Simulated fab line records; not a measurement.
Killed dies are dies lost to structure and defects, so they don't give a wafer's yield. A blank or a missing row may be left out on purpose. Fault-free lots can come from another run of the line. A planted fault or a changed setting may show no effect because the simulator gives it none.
Split-lot study    flow n5_finfet    route with 1938 steps; 7 lots, 21 wafers read

THE SPLIT ITSELF
At N5_FIN_CUT_EXPOSE_05 (exposes mask FIN CUT), the setting dose_mj was moved away from the recipe's 45.75 on 6 of the 21 wafers read, by -5.6% to -4.9%. This setting was run at the recipe's value on the other wafers.

FROM THE SPLIT TO THE READING: what the file shows between them, 3 steps
- N5_FIN_CUT_PEB_06: peb time 60 s
- N5_FIN_CUT_DEVELOP_07: develop time 30 s
- N5_FIN_CUT_DESCUM_13: chemistry O2, time 7 s

THE READING
FIN_CUT.cd_offset_nm (the simulator's own value, which no gauge read), in nm, at N5_FIN_CUT_ETCH_30 (etches underlayer in N2/H2, target depth 13 nm, time 10.4 s). There is no usual value for it anywhere in the file. Across the 15 wafers here that went through the recipe, the average is 0.0 nm and the standard deviation 0.17 nm.

wafer   tool, chamber at the split  dose_mj as run  against the recipe  FIN_CUT.cd_offset_nm, nm  against lot-mates on the recipe
L075.1  euv_scanner-02, 0           43.53           -4.9%               -0.6                      -0.7
L075.3  euv_scanner-02, 0           45.75           recipe              0                         -
L075.6  euv_scanner-02, 0           45.75           recipe              0.2                       -
L076.4  euv_scanner-02, 0           45.75           recipe              0                         -
L076.5  euv_scanner-02, 0           45.75           recipe              0                         -
L076.6  euv_scanner-02, 0           45.75           recipe              0                         -
L084.1  euv_scanner-01, 0           45.75           recipe              -0.2                      -
L084.2  euv_scanner-01, 0           45.75           recipe              0                         -
L084.3  euv_scanner-01, 0           45.75           recipe              0                         -
L087.1  euv_scanner-02, 0           43.21           -5.6%               -1.2                      no lot-mate on the recipe
L087.2  euv_scanner-02, 0           43.21           -5.6%               -1                        no lot-mate on the recipe
L087.6  euv_scanner-02, 0           43.21           -5.6%               -1                        no lot-mate on the recipe
L090.1  euv_scanner-01, 0           45.75           recipe              0.4                       -
L090.3  euv_scanner-01, 0           45.75           recipe              0.2                       -
L090.6  euv_scanner-01, 0           45.75           recipe              0.2                       -
L092.2  euv_scanner-01, 0           45.75           recipe              -0.2                      -
L092.3  euv_scanner-01, 0           43.38           -5.2%               -0.8                      -0.6
L092.6  euv_scanner-01, 0           43.38           -5.2%               -1                        -0.8
L097.1  euv_scanner-01, 0           45.75           recipe              -0.2                      -
L097.5  euv_scanner-01, 0           45.75           recipe              0                         -
L097.6  euv_scanner-01, 0           45.75           recipe              0.2                       -

FIT RESULTS
A straight line over all 21 wafers: FIN_CUT.cd_offset_nm changes by +0.185 nm for each +1% of dose_mj; r = +0.94; the points scatter about the line by 0.17 nm.
The same after taking each lot's own level away (the mean of its wafers on the recipe; 18 wafers): +0.138 nm for each +1%; r = +0.94; scatter 0.1 nm.
According to that fit, moving dose_mj by its largest amount changes the reading by 0.77 nm.
The span of the lots' own levels, -0.20 to 0.27 nm, comes to 2.8 times the standard deviation stated above.
In other words, the slope is changed by the lot-to-lot level; the two fits disagree.
Check: -0.775 nm against its lot-mates is what the line predicts for one of the wafers moved furthest among these (-5.2%) when that wafer is left out of the fit. Against them it came out at -0.6 nm.

OTHER SPLITS ON THESE WAFERS
Before the reading, these wafers also passed through other splits. Each is held against what the fit with the lots' levels taken away leaves over:
other split on the same wafers  wafers away from the commonest value  r with FIN_CUT.cd_offset_nm (lot level and that fit taken away)
N5_WELL_APT_PEB_06 peb_time_s   9                                     +0.06
N5_FIN_SAQP_ETCH_65 time_s      5                                     -0.11
N5_FIN_CUT_COAT_18 spin_rpm     9                                     -0.20

THE FILE'S OWN FIT
FIN_CUT.cd_offset_nm changes by +0.139 nm for each +1% of dose_mj, r = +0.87.
